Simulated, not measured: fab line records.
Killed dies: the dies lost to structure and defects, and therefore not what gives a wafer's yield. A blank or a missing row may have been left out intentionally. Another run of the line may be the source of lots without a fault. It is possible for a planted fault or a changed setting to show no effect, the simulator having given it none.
fab line records	flow n5-finfet
record: lots: 24	wafers: 72	last-day: 17
route steps=1938 shown GATE_CUT@500 MOL_CONTACT_COAG@526
lots that met no fault: taken from a fault-free run of the same line
start-h: hours from the record's first day to the start of the lot's first wafer shown	wait-h: how many hours have passed since the lot's step before this one	" repeats the value in the row above	L1.1+2: several wafers, shown together as one row	- no value present, or no start provided	* or withheld: withheld	< > ~ a bound
route shown NAME@n: NAME is a module with steps in the file, n the number in the route of the first one	usual: mean/standard deviation of fault-free wafers	same: alike in all rows	chamber/n: place in a boat	sites: each site's reading	_std_site: standard deviation of those values	_edge_site: mean of outer sites minus mean of inner sites	radius-mm: for every site, how far away it sits from the centre of the wafer	mask NAME#n: copy n	behind: tool/chamber where the wafer was last shaped	hold: cause of the lot's hold/its duration in hours/its outcome	device: the transistor (n, p or np) that didn't switch	end of line: at the end of the route, the tests of the same wafers	step lacking rows: just its recipe	killed: dies lost to structure and defects at the first sort, not the wafer's yield	map: the dies of a wafer, with x for killed, . for not killed, _ for no die there
set.NAME: the setting as run; set.NAME@STEP: as run at that earlier step	model.NAME: the simulator's own value behind a step, which no gauge read
a sample of lots followed through the steps of the route, with each step as a table and each wafer as a row
services: a tool's chamber out of use, with start hour (start-h, from the record's first day; less than 0 if before it), hours out, and reason
== steps ==
step: N5_GATE_CUT_CUT_ETCH_53
recipe: chemistry: SF6/Cl2	target: W	mask-material: SiO2	target-depth-a: 792	pressure-mtorr: 8	icp-w: 900	bias-w: 80	SF6_flow_sccm: 40	Cl2_flow_sccm: 60	ends: cleared
usual: bias-w: 79.96/0.25	drypump-motor-current-A: 5.4/0.45	etch-rf-on-time-s: 26.4/0.43	oes-product-au: 0.69/0.062	rf-fwd-power-W: 879/3.6	throttle-valve-pct: 28.8/0.32
lot.wafer	tool	chamber	start-h	wait-h	bias-w	drypump-motor-current-A	etch-rf-on-time-s	oes-product-au	rf-fwd-power-W	rf-hours-counter-h	throttle-valve-pct
L074.1	rie-metal-02	1	84.67	0.1	80.76	5.9	26.0	0.74	880	31	28.4
L074.2	"	0	"	"	79.83	5.5	27.0	0.71	878	27	29.0
L074.5	"	1	"	"	80.25	5.9	25.9	0.75	881	-	28.4
L075.1	rie-metal-02	0	87.99	0.1	79.85	5.5	26.9	0.72	879	27	29.0
L075.2	"	1	"	"	80.36	6.0	26.2	0.74	882	31	28.4
L075.3	"	1	"	"	80.20	6.0	26.1	0.73	880	-	28.4
L076.1	rie-metal-03	0	99.47	0.1	80.28	4.8	26.3	0.64	876	62	28.9
L076.2	"	1	"	"	79.98	5.8	26.4	0.60	880	96	29.3
L076.4	"	0	"	"	80.11	4.8	26.6	0.64	872	-	28.9
L077.2	rie-metal-02	1	103.67	0.1	80.10	5.9	25.6	0.75	880	33	28.4
L077.3	"	1	"	"	79.79	6.0	25.7	0.74	879	-	28.4
L077.5	"	0	"	"	79.95	5.5	26.5	0.72	878	-	29.0
L078.2	rie-metal-01	1	110.63	0.1	79.63	5.0	26.2	0.83	879	6	28.4
L078.3	"	1	"	"	79.74	5.0	26.2	0.81	877	-	28.4
L078.6	"	1	"	"	79.79	5.0	26.2	0.81	879	-	28.4
L079.1	rie-metal-01	1	114.05	0.1	79.81	5.0	25.7	0.82	876	7	28.5
L079.4	"	0	"	"	80.00	4.9	26.7	0.66	883	-	28.7
L079.6	"	1	"	"	80.18	5.0	26.1	0.81	877	-	28.5
L080.4	rie-metal-02	1	122.93	0.1	79.69	6.0	25.9	0.73	880	-	28.4
L080.5	"	0	"	"	79.62	5.5	26.5	0.71	881	-	29.0
L080.6	"	1	"	"	79.65	6.0	26.2	0.73	876	-	28.4
L081.3	rie-metal-03	1	130.93	0.1	79.88	5.8	26.7	0.59	881	-	29.3
L081.4	"	0	"	"	79.67	4.8	26.4	0.64	872	-	28.9
L081.5	"	1	"	"	79.81	5.9	26.5	0.59	879	-	29.3
L082.1	rie-metal-03	0	132.93	0.1	79.99	4.8	26.2	0.64	874	65	28.9
L082.2	"	1	"	"	79.90	5.9	26.5	0.59	880	98	29.3
L082.6	"	1	"	"	79.56	5.8	26.5	0.60	880	-	29.3
L083.2	rie-metal-03	1	139.07	0.1	79.72	5.9	26.5	0.59	875	99	29.3
L083.4	"	0	"	"	80.39	4.8	25.9	0.64	876	-	28.9
L083.6	"	0	"	"	80.09	4.8	26.2	0.63	875	-	28.9
L084.1	rie-metal-01	0	143.43	0.1	80.16	4.9	27.2	0.65	884	64	28.7
L084.2	"	1	"	"	80.22	5.0	26.1	0.80	877	10	28.4
L084.6	"	0	"	"	80.15	4.9	27.2	0.65	880	-	28.7
L085.1	rie-metal-01	1	158.87	0.1	79.89	5.0	26.1	0.78	874	12	28.5
L085.5	"	0	"	"	80.06	4.9	27.3	0.64	886	-	28.8
L085.6	"	1	"	"	80.26	5.0	26.1	0.79	877	-	28.5
L086.1	rie-metal-02	1	159.26	0.1	80.29	6.0	25.9	0.72	871	36	28.4
L086.2	"	0	"	"	79.99	5.5	26.4	0.71	877	31	29.0
L086.4	"	1	"	"	80.02	5.9	25.9	0.73	876	-	28.4
L087.1	rie-metal-01	1	164.89	0.1	79.94	5.0	26.0	0.78	883	12	28.4
L087.5	"	0	"	"	79.46	4.9	27.2	0.64	886	-	28.7
L087.6	"	1	"	"	79.66	5.0	26.0	0.78	878	-	28.5
L089.1	rie-metal-02	0	174.73	0.1	79.84	5.5	27.0	0.70	877	32	29.0
L089.3	"	0	"	"	80.10	5.5	26.9	0.70	879	-	29.0
L089.4	"	1	"	"	79.85	5.9	26.2	0.72	876	-	28.4
L088.1	rie-metal-02	0	180.05	0.1	79.77	5.5	26.7	0.70	875	33	29.0
L088.4	"	0	"	"	79.63	5.5	26.9	0.70	880	-	29.0
L088.5	"	0	"	"	80.03	5.5	26.8	0.70	878	-	29.0
L090.3	rie-metal-01	0	182.40	0.1	79.71	4.9	27.0	0.65	884	-	28.8
L090.5	"	0	"	"	79.96	4.9	26.9	0.64	883	-	28.8
L090.6	"	1	"	"	79.80	5.0	26.0	0.78	879	-	28.5
L091.1	rie-metal-03	1	184.92	0.1	80.48	5.9	26.8	0.58	878	104	29.3
L091.4	"	0	"	"	79.72	4.8	26.5	0.63	874	-	28.9
L091.5	"	0	"	"	79.84	4.8	26.7	0.62	879	-	29.0
L092.2	rie-metal-03	1	194.84	0.1	80.42	5.9	26.3	0.59	880	104	29.3
L092.4	"	1	"	"	80.33	5.9	26.1	0.59	878	-	29.4
L092.6	"	0	"	"	79.56	4.8	26.3	0.63	876	-	28.9
L093.1	rie-metal-02	1	201.22	0.1	79.61	5.9	25.6	0.72	876	40	28.4
L093.4	"	1	"	"	80.06	5.9	25.7	0.72	878	-	28.4
L093.6	"	1	"	"	79.58	6.0	25.9	0.72	877	-	28.4
L094.1	rie-metal-02	0	204.35	0.1	79.94	5.5	26.6	0.70	877	35	29.0
L094.2	"	1	"	"	80.18	5.9	25.8	0.71	875	40	28.4
L094.6	"	1	"	"	80.12	6.0	26.0	0.72	880	-	28.4
L095.3	rie-metal-02	1	214.38	0.1	79.90	6.0	26.2	0.70	878	-	28.4
L095.5	"	0	"	"	80.49	5.5	26.9	0.70	878	-	29.0
L095.6	"	1	"	"	80.28	6.0	26.3	0.71	877	-	28.4
L096.1	rie-metal-02	1	216.51	0.1	80.11	5.9	25.7	0.72	884	41	28.4
L096.4	"	1	"	"	80.24	5.9	25.9	0.71	879	-	28.4
L096.6	"	0	"	"	80.14	5.5	26.6	0.70	872	-	29.0
L097.1	rie-metal-01	1	225.12	0.1	79.89	5.0	25.9	0.76	874	18	28.5
L097.2	"	0	"	"	79.97	4.9	26.6	0.64	884	72	28.8
L097.3	"	1	"	"	80.17	5.0	26.1	0.75	883	-	28.5
step: N5_GATE_CUT_CUT_ETCH_55
recipe: chemistry: BCl3	target: HfO2	mask-material: SiO2	target-depth-a: 32	ion-energy-ev: 30	pressure-mtorr: 5	icp-w: 450	bias-w: 18	bcl3-flow-sccm: 80
usual: bias-w: 18.00/0.045	drypump-motor-current-A: 5.4/0.45	oes-product-au: 0.77/0.067	rf-fwd-power-W: 440.0/2.2	throttle-valve-pct: 32.8/0.46
lot.wafer	tool	chamber	start-h	wait-h	bias-w	drypump-motor-current-A	oes-product-au	rf-fwd-power-W	rf-hours-counter-h	throttle-valve-pct
L074.1	rie-metal-02	1	84.79	0.0	18.02	5.9	0.82	437.9	31	32.1
L074.2	"	0	"	"	18.02	5.5	0.81	441.0	27	32.9
L074.5	"	1	"	"	17.93	5.9	0.82	438.7	-	32.1
L075.1	rie-metal-02	0	88.11	0.0	17.94	5.5	0.81	438.3	27	32.9
L075.2	"	1	"	"	18.02	6.0	0.82	437.2	31	32.1
L075.3	"	1	"	"	17.96	6.0	0.81	438.5	-	32.1
L076.1	rie-metal-03	0	99.59	0.0	17.98	4.8	0.71	439.1	62	33.4
L076.2	"	1	"	"	18.02	5.9	0.66	439.0	96	33.3
L076.4	"	0	"	"	18.00	4.8	0.71	439.9	-	33.4
L077.2	rie-metal-02	1	103.79	0.0	17.99	5.9	0.82	440.8	33	32.2
L077.3	"	1	"	"	17.92	6.0	0.81	438.5	-	32.2
L077.5	"	0	"	"	17.98	5.5	0.81	440.0	-	32.9
L078.2	rie-metal-01	1	110.75	0.0	17.99	5.0	0.90	440.9	6	32.3
L078.3	"	1	"	"	17.96	5.0	0.91	439.4	-	32.3
L078.6	"	1	"	"	17.96	5.0	0.91	439.5	-	32.3
L079.1	rie-metal-01	1	114.17	0.0	18.03	5.0	0.90	439.7	7	32.3
L079.4	"	0	"	"	17.99	4.9	0.74	442.8	-	32.9
L079.6	"	1	"	"	18.05	5.0	0.91	440.3	-	32.3
L080.4	rie-metal-02	1	123.04	0.0	17.99	6.0	0.81	440.7	-	32.2
L080.5	"	0	"	"	18.00	5.6	0.80	438.8	-	32.9
L080.6	"	1	"	"	18.07	6.0	0.80	440.5	-	32.2
L081.3	rie-metal-03	1	131.04	0.0	18.04	5.9	0.65	438.3	-	33.3
L081.4	"	0	"	"	17.93	4.8	0.71	440.7	-	33.4
L081.5	"	1	"	"	17.94	5.9	0.66	438.0	-	33.3
L082.1	rie-metal-03	0	133.05	0.0	18.01	4.8	0.71	439.0	65	33.4
L082.2	"	1	"	"	18.02	5.9	0.66	440.2	98	33.3
L082.6	"	1	"	"	17.99	5.9	0.65	441.3	-	33.3
L083.2	rie-metal-03	1	139.19	0.0	18.09	5.9	0.65	439.0	99	33.3
L083.4	"	0	"	"	18.03	4.8	0.71	440.6	-	33.4
L083.6	"	0	"	"	17.97	4.8	0.72	440.3	-	33.4
L084.1	rie-metal-01	0	143.55	0.0	17.97	4.9	0.73	443.3	64	32.9
L084.2	"	1	"	"	18.00	5.0	0.88	440.9	10	32.3
L084.6	"	0	"	"	18.03	4.9	0.73	444.5	-	32.9
L085.1	rie-metal-01	1	158.99	0.0	18.02	5.0	0.88	439.3	12	32.3
L085.5	"	0	"	"	17.94	4.9	0.74	444.7	-	32.9
L085.6	"	1	"	"	18.07	5.0	0.87	439.3	-	32.3
L086.1	rie-metal-02	1	159.38	0.0	17.94	6.0	0.80	438.2	36	32.2
L086.2	"	0	"	"	18.04	5.5	0.80	438.9	31	32.9
L086.4	"	1	"	"	17.94	6.0	0.81	439.4	-	32.2
L087.1	rie-metal-01	1	165.01	0.0	17.96	5.0	0.86	438.4	12	32.3
L087.5	"	0	"	"	17.96	4.9	0.73	445.4	-	32.9
L087.6	"	1	"	"	17.99	5.0	0.86	438.9	-	32.3
L089.1	rie-metal-02	0	174.85	0.0	18.01	5.5	0.79	440.7	32	32.9
L089.3	"	0	"	"	18.02	5.5	0.79	438.6	-	32.9
L089.4	"	1	"	"	17.97	6.0	0.80	439.9	-	32.2
L088.1	rie-metal-02	0	180.17	0.0	17.98	5.5	0.78	440.0	33	32.9
L088.4	"	0	"	"	17.96	5.5	0.79	440.0	-	32.9
L088.5	"	0	"	"	18.05	5.5	0.79	438.9	-	32.9
L090.3	rie-metal-01	0	182.51	0.0	17.99	4.9	0.73	445.6	-	32.9
L090.5	"	0	"	"	18.02	4.9	0.72	443.6	-	32.9
L090.6	"	1	"	"	17.89	5.0	0.86	442.4	-	32.3
L091.1	rie-metal-03	1	185.04	0.0	18.05	5.8	0.64	442.0	104	33.3
L091.4	"	0	"	"	18.00	4.8	0.70	441.3	-	33.4
L091.5	"	0	"	"	18.07	4.8	0.69	438.6	-	33.4
L092.2	rie-metal-03	1	195.00	0.1	17.99	5.9	0.64	439.5	104	33.3
L092.4	"	1	"	"	18.03	5.9	0.65	437.0	-	33.3
L092.6	"	0	"	"	18.00	4.8	0.69	439.8	-	33.4
L093.1	rie-metal-02	1	201.34	0.0	18.04	5.9	0.79	439.9	40	32.2
L093.4	"	1	"	"	18.03	6.0	0.79	440.1	-	32.1
L093.6	"	1	"	"	18.06	6.0	0.78	440.7	-	32.2
L094.1	rie-metal-02	0	204.47	0.0	18.08	5.6	0.78	439.3	35	32.9
L094.2	"	1	"	"	17.96	6.0	0.78	437.8	40	32.2
L094.6	"	1	"	"	18.02	5.9	0.79	437.7	-	32.2
L095.3	rie-metal-02	1	214.49	0.0	17.99	6.0	0.78	439.7	-	32.2
L095.5	"	0	"	"	18.01	5.5	0.78	439.4	-	33.0
L095.6	"	1	"	"	17.95	5.9	0.78	437.8	-	32.2
L096.1	rie-metal-02	1	216.63	0.0	17.97	5.9	0.79	435.3	41	32.2
L096.4	"	1	"	"	17.98	6.0	0.78	436.6	-	32.2
L096.6	"	0	"	"	18.04	5.5	0.78	437.8	-	32.9
L097.1	rie-metal-01	1	225.24	0.0	17.99	5.0	0.83	438.6	19	32.3
L097.2	"	0	"	"	18.03	4.9	0.71	445.3	72	32.9
L097.3	"	1	"	"	17.94	5.0	0.83	441.8	-	32.3
step: N5_MOL_CONTACT_COAG_CD_MEAS_08
recipe: target-cd-nm: 28	landing-energy-ev: 500	detector: se-inlens	polarity: opening
usual: cd-nm: 27.89/0.25
same: landing-energy-ev: 500
lot.wafer	tool	chamber	start-h	wait-h	cd-nm
L074.1	cd-sem-02	0	88.08	-	28.21
L074.2	"	0	"	"	28.14
L074.5	"	0	"	"	28.21
L075.1	cd-sem-02	0	91.26	-	27.88
L075.2	"	0	"	"	27.60
L075.3	"	0	"	"	27.84
L076.1	cd-sem-01	0	103.35	-	28.12
L076.2	"	0	"	"	27.79
L076.4	"	0	"	"	27.92
L077.2	cd-sem-03	0	107.50	-	27.74
L077.3	"	0	"	"	27.86
L077.5	"	0	"	"	27.64
L078.2	cd-sem-02	0	113.90	-	28.19
L078.3	"	0	"	"	27.87
L078.6	"	0	"	"	28.25
L079.1	cd-sem-01	0	117.32	-	27.89
L079.4	"	0	"	"	28.35
L079.6	"	0	"	"	28.39
L080.4	cd-sem-01	0	126.27	-	28.11
L080.5	"	0	"	"	27.82
L080.6	"	0	"	"	27.79
L081.3	cd-sem-01	0	134.19	-	27.92
L081.4	"	0	"	"	27.77
L081.5	"	0	"	"	27.83
L082.1	cd-sem-02	0	136.25	-	27.94
L082.2	"	0	"	"	27.43
L082.6	"	0	"	"	27.70
L083.2	cd-sem-03	0	142.87	-	28.12
L083.4	"	0	"	"	27.87
L083.6	"	0	"	"	28.48
L084.1	cd-sem-02	0	147.05	-	27.50
L084.2	"	0	"	"	27.83
L084.6	"	0	"	"	27.62
L085.1	cd-sem-02	0	162.80	-	27.94
L085.5	"	0	"	"	27.90
L085.6	"	0	"	"	27.76
L086.1	cd-sem-01	0	163.32	-	27.73
L086.2	"	0	"	"	27.71
L086.4	"	0	"	"	27.83
L087.1	cd-sem-01	0	168.23	-	27.75
L087.5	"	0	"	"	28.21
L087.6	"	0	"	"	27.50
L089.1	cd-sem-01	0	177.99	-	28.15
L089.3	"	0	"	"	27.81
L089.4	"	0	"	"	28.11
L088.1	cd-sem-03	0	184.04	-	27.70
L088.4	"	0	"	"	28.10
L088.5	"	0	"	"	28.55
L090.3	cd-sem-01	0	185.66	-	27.86
L090.5	"	0	"	"	27.51
L090.6	"	0	"	"	27.68
L091.1	cd-sem-03	0	188.49	-	28.03
L091.4	"	0	"	"	27.77
L091.5	"	0	"	"	28.02
L092.2	cd-sem-01	0	198.40	-	27.63
L092.4	"	0	"	"	27.64
L092.6	"	0	"	"	27.64
L093.1	cd-sem-03	0	204.48	-	28.14
L093.4	"	0	"	"	27.82
L093.6	"	0	"	"	28.28
L094.1	cd-sem-03	0	207.75	-	28.02
L094.2	"	0	"	"	28.10
L094.6	"	0	"	"	27.53
L095.3	cd-sem-01	0	218.17	-	27.66
L095.5	"	0	"	"	27.69
L095.6	"	0	"	"	27.66
L096.1	cd-sem-02	0	219.91	-	28.22
L096.4	"	0	"	"	27.54
L096.6	"	0	"	"	27.93
L097.1	cd-sem-02	0	228.43	-	28.17
L097.2	"	0	"	"	28.15
L097.3	"	0	"	"	28.13
step: N5_MOL_CONTACT_COAG_TI_SIL_19
recipe: material: Ti	target-thk-a: 42	temp-c: 200	chamber-pressure-pa: 5	power-w: 5000	time-s: 15
usual: throttle-valve-pct: 30.2/0.97
lot.wafer	tool	chamber	start-h	wait-h	throttle-valve-pct
L074.1	pvd-sputter-03	-	89.08	0.2	30.7
L074.2	"	-	"	"	32.1
L074.5	"	-	"	"	29.9
L075.1	pvd-sputter-03	-	92.39	0.3	30.0
L075.2	"	-	"	"	29.9
L075.3	"	-	"	"	31.9
L076.1	pvd-sputter-01	-	105.95	1.5	30.1
L076.2	"	-	"	"	30.3
L076.4	"	-	"	"	29.4
L077.2	pvd-sputter-01	-	108.61	0.3	30.2
L077.3	"	-	"	"	29.6
L077.5	"	-	"	"	30.1
L078.2	pvd-sputter-02	-	115.81	0.4	28.8
L078.3	"	-	"	"	28.8
L078.6	"	-	"	"	28.9
L079.1	pvd-sputter-01	-	118.37	0.2	29.4
L079.4	"	-	"	"	30.0
L079.6	"	-	"	"	29.5
L080.4	pvd-sputter-03	-	128.79	0.4	30.6
L080.5	"	-	"	"	30.0
L080.6	"	-	"	"	32.1
L081.3	pvd-sputter-03	-	135.30	0.2	32.1
L081.4	"	-	"	"	30.0
L081.5	"	-	"	"	29.9
L082.1	pvd-sputter-01	-	140.03	0.2	29.4
L082.2	"	-	"	"	30.4
L082.6	"	-	"	"	30.9
L083.2	pvd-sputter-01	-	143.87	0.2	29.4
L083.4	"	-	"	"	30.5
L083.6	"	-	"	"	30.3
L084.1	pvd-sputter-02	-	148.31	0.2	27.8
L084.2	"	-	"	"	30.6
L084.6	"	-	"	"	28.8
L085.1	pvd-sputter-03	-	164.00	0.2	30.8
L085.5	"	-	"	"	31.9
L085.6	"	-	"	"	30.5
L086.1	pvd-sputter-03	-	164.30	0.2	29.8
L086.2	"	-	"	"	29.7
L086.4	"	-	"	"	31.9
L087.1	pvd-sputter-03	-	169.31	0.2	32.2
L087.5	"	-	"	"	30.9
L087.6	"	-	"	"	30.0
L089.1	pvd-sputter-03	-	179.32	0.2	30.1
L089.3	"	-	"	"	29.8
L089.4	"	-	"	"	30.7
L088.1	pvd-sputter-03	-	185.07	0.2	30.3
L088.4	"	-	"	"	31.7
L088.5	"	-	"	"	29.8
L090.3	pvd-sputter-02	-	187.92	0.3	29.0
L090.5	"	-	"	"	29.0
L090.6	"	-	"	"	30.6
L091.1	pvd-sputter-02	-	190.86	1.4	30.3
L091.4	"	-	"	"	28.9
L091.5	"	-	"	"	28.6
L092.2	pvd-sputter-01	-	201.04	0.2	29.5
L092.4	"	-	"	"	30.8
L092.6	"	-	"	"	30.1
L093.1	pvd-sputter-03	-	205.90	0.2	29.8
L093.4	"	-	"	"	32.0
L093.6	"	-	"	"	30.4
L094.1	pvd-sputter-03	-	209.38	0.5	30.2
L094.2	"	-	"	"	32.2
L094.6	"	-	"	"	29.8
L095.3	pvd-sputter-03	-	220.20	0.3	30.1
L095.5	"	-	"	"	30.0
L095.6	"	-	"	"	30.6
L096.1	pvd-sputter-02	-	221.52	0.2	29.0
L096.4	"	-	"	"	30.5
L096.6	"	-	"	"	27.9
L097.1	pvd-sputter-01	-	229.48	0.2	30.5
L097.2	"	-	"	"	30.4
L097.3	"	-	"	"	29.4
step: N5_MOL_CONTACT_COAG_ANNEAL_113
recipe: temp-c: 400	time-s: 300	ambient: H2/N2
usual: lamp-power-pct: 2.43/0.12	lamp_zone_5_pct: 2.43/0.12	wafer_temp_C_max: 401.6/0.4
lot.wafer	tool	chamber	start-h	wait-h	lamp-power-pct	lamp_zone_5_pct	wafer_temp_C_max
L074.1	rtp-anneal-01	0	90.79	0.3	2.32	2.32	401.8
L074.2	"	0	"	"	2.31	2.32	401.4
L074.5	"	0	"	"	2.32	2.32	402.1
L075.1	rtp-anneal-02	0	95.47	0.3	2.56	2.55	402.5
L075.2	"	0	"	"	2.56	2.55	401.2
L075.3	"	0	"	"	2.55	2.56	401.4
L076.1	rtp-anneal-01	0	107.61	0.3	2.32	2.32	402.3
L076.2	"	0	"	"	2.32	2.32	401.8
L076.4	"	0	"	"	2.32	2.32	401.8
L077.2	rtp-anneal-02	0	111.99	0.7	2.56	2.56	401.8
L077.3	"	0	"	"	2.56	2.55	401.3
L077.5	"	0	"	"	2.56	2.55	401.5
L078.2	rtp-anneal-02	0	118.47	0.8	2.56	2.55	401.4
L078.3	"	0	"	"	2.56	2.55	401.9
L078.6	"	0	"	"	2.56	2.55	401.8
L079.1	rtp-anneal-01	0	122.10	0.6	2.32	2.32	401.7
L079.4	"	0	"	"	2.32	2.32	401.6
L079.6	"	0	"	"	2.32	2.32	401.0
L080.4	rtp-anneal-01	0	131.22	0.5	2.32	2.32	401.5
L080.5	"	0	"	"	2.31	2.32	402.1
L080.6	"	0	"	"	2.32	2.31	401.6
L081.3	rtp-anneal-02	0	140.92	0.6	2.55	2.56	401.7
L081.4	"	0	"	"	2.55	2.56	401.6
L081.5	"	0	"	"	2.56	2.56	401.5
L082.1	rtp-anneal-01	0	141.90	0.3	2.31	2.32	401.2
L082.2	"	0	"	"	2.32	2.32	401.2
L082.6	"	0	"	"	2.32	2.32	400.9
L083.2	rtp-anneal-01	0	146.07	0.7	2.32	2.32	401.9
L083.4	"	0	"	"	2.32	2.32	401.3
L083.6	"	0	"	"	2.32	2.32	401.1
L084.1	rtp-anneal-01	0	152.39	0.3	2.32	2.32	402.2
L084.2	"	0	"	"	2.32	2.32	400.9
L084.6	"	0	"	"	2.32	2.31	401.7
L085.1	rtp-anneal-01	0	165.70	0.3	2.32	2.32	401.1
L085.5	"	0	"	"	2.32	2.32	401.8
L085.6	"	0	"	"	2.32	2.32	401.9
L086.1	rtp-anneal-02	0	165.89	0.3	2.55	2.56	401.8
L086.2	"	0	"	"	2.55	2.55	402.9
L086.4	"	0	"	"	2.55	2.56	402.3
L087.1	rtp-anneal-01	0	172.28	0.3	2.31	2.32	401.8
L087.5	"	0	"	"	2.32	2.32	401.1
L087.6	"	0	"	"	2.32	2.31	401.2
L089.1	rtp-anneal-01	0	180.94	0.3	2.32	2.32	401.0
L089.3	"	0	"	"	2.32	2.32	401.0
L089.4	"	0	"	"	2.32	2.32	401.3
L088.1	rtp-anneal-02	0	188.92	0.3	2.55	2.55	401.4
L088.4	"	0	"	"	2.55	2.55	401.5
L088.5	"	0	"	"	2.56	2.55	401.6
L090.3	rtp-anneal-02	0	190.12	0.7	2.56	2.56	401.4
L090.5	"	0	"	"	2.56	2.56	401.8
L090.6	"	0	"	"	2.55	2.56	401.9
L091.1	rtp-anneal-01	0	192.50	0.3	2.32	2.31	401.8
L091.4	"	0	"	"	2.32	2.32	401.7
L091.5	"	0	"	"	2.32	2.32	401.7
L092.2	rtp-anneal-02	0	204.46	0.5	2.55	2.56	401.7
L092.4	"	0	"	"	2.55	2.55	402.0
L092.6	"	0	"	"	2.55	2.56	401.7
L093.1	rtp-anneal-02	0	208.04	0.4	2.55	2.55	401.3
L093.4	"	0	"	"	2.56	2.56	401.2
L093.6	"	0	"	"	2.56	2.56	401.9
L094.1	rtp-anneal-02	0	211.83	0.3	2.56	2.55	401.6
L094.2	"	0	"	"	2.55	2.56	402.4
L094.6	"	0	"	"	2.56	2.56	401.9
L095.3	rtp-anneal-02	0	223.97	0.8	2.56	2.55	402.0
L095.5	"	0	"	"	2.56	2.56	402.2
L095.6	"	0	"	"	2.56	2.55	401.7
L096.1	rtp-anneal-01	0	224.20	0.4	2.32	2.31	401.0
L096.4	"	0	"	"	2.32	2.32	401.5
L096.6	"	0	"	"	2.32	2.32	401.3
L097.1	rtp-anneal-01	0	232.48	0.3	2.32	2.32	401.8
L097.2	"	0	"	"	2.32	2.32	401.6
L097.3	"	0	"	"	2.32	2.32	401.6
step: N5_MOL_CONTACT_COAG_CD_MEAS_84
recipe: target-cd-nm: 25.1	landing-energy-ev: 500	detector: se-inlens	polarity: opening
usual: cd-nm: 25.12/0.25
same: landing-energy-ev: 500
lot.wafer	tool	chamber	start-h	wait-h	cd-nm
L074.1	cd-sem-03	0	96.74	-	25.25
L074.2	"	0	"	"	25.26
L074.5	"	0	"	"	24.96
L075.1	cd-sem-01	0	103.00	-	25.07
L075.2	"	0	"	"	25.24
L075.3	"	0	"	"	24.89
L076.1	cd-sem-03	0	115.55	-	25.44
L076.2	"	0	"	"	25.04
L076.4	"	0	"	"	25.03
L077.2	cd-sem-03	0	117.56	-	25.04
L077.3	"	0	"	"	24.76
L077.5	"	0	"	"	24.55
L078.2	cd-sem-02	0	124.98	-	25.44
L078.3	"	0	"	"	24.43
L078.6	"	0	"	"	25.02
L079.1	cd-sem-01	0	127.55	-	25.25
L079.4	"	0	"	"	25.38
L079.6	"	0	"	"	25.78
L080.4	cd-sem-03	0	137.40	-	25.07
L080.5	"	0	"	"	24.81
L080.6	"	0	"	"	24.83
L081.3	cd-sem-02	0	147.61	-	25.09
L081.4	"	0	"	"	24.83
L081.5	"	0	"	"	25.01
L082.1	cd-sem-01	0	148.02	-	24.78
L082.2	"	0	"	"	25.29
L082.6	"	0	"	"	25.15
L083.2	cd-sem-03	0	152.25	-	25.28
L083.4	"	0	"	"	24.99
L083.6	"	0	"	"	24.95
L084.1	cd-sem-03	0	157.97	-	25.39
L084.2	"	0	"	"	25.36
L084.6	"	0	"	"	25.13
L085.1	cd-sem-01	0	171.16	-	25.30
L085.5	"	0	"	"	24.92
L085.6	"	0	"	"	25.26
L086.1	cd-sem-01	0	171.41	-	25.05
L086.2	"	0	"	"	25.01
L086.4	"	0	"	"	24.81
L087.1	cd-sem-02	0	177.43	-	25.07
L087.5	"	0	"	"	25.61
L087.6	"	0	"	"	25.38
L089.1	cd-sem-01	0	187.58	-	25.22
L089.3	"	0	"	"	24.80
L089.4	"	0	"	"	25.13
L088.1	cd-sem-01	0	195.08	-	25.06
L088.4	"	0	"	"	25.34
L088.5	"	0	"	"	25.26
L090.3	cd-sem-02	0	195.81	-	25.29
L090.5	"	0	"	"	24.98
L090.6	"	0	"	"	25.08
L091.1	cd-sem-03	0	198.63	-	25.41
L091.4	"	0	"	"	25.01
L091.5	"	0	"	"	24.93
L092.2	cd-sem-03	0	210.15	-	24.97
L092.4	"	0	"	"	24.96
L092.6	"	0	"	"	25.06
L093.1	cd-sem-01	0	213.90	-	25.49
L093.4	"	0	"	"	25.48
L093.6	"	0	"	"	25.29
L094.1	cd-sem-02	0	217.12	-	24.96
L094.2	"	0	"	"	25.00
L094.6	"	0	"	"	24.86
L095.3	cd-sem-01	0	232.31	-	24.83
L095.5	"	0	"	"	25.24
L095.6	"	0	"	"	24.96
L096.1	cd-sem-03	0	232.53	-	24.78
L096.4	"	0	"	"	24.94
L096.6	"	0	"	"	24.76
L097.1	cd-sem-03	0	238.64	-	25.07
L097.2	"	0	"	"	25.56
L097.3	"	0	"	"	25.23
== services ==
tool	chamber	start-h	hours	kind
rie-metal-03	1	63.98	21.8	repair
pvd-sputter-02	-	126.57	5.3	repair
rie-metal-02	-	129.41	25.4	repair
rie-metal-03	0	169.80	2.5	repair
== key ==
fault none
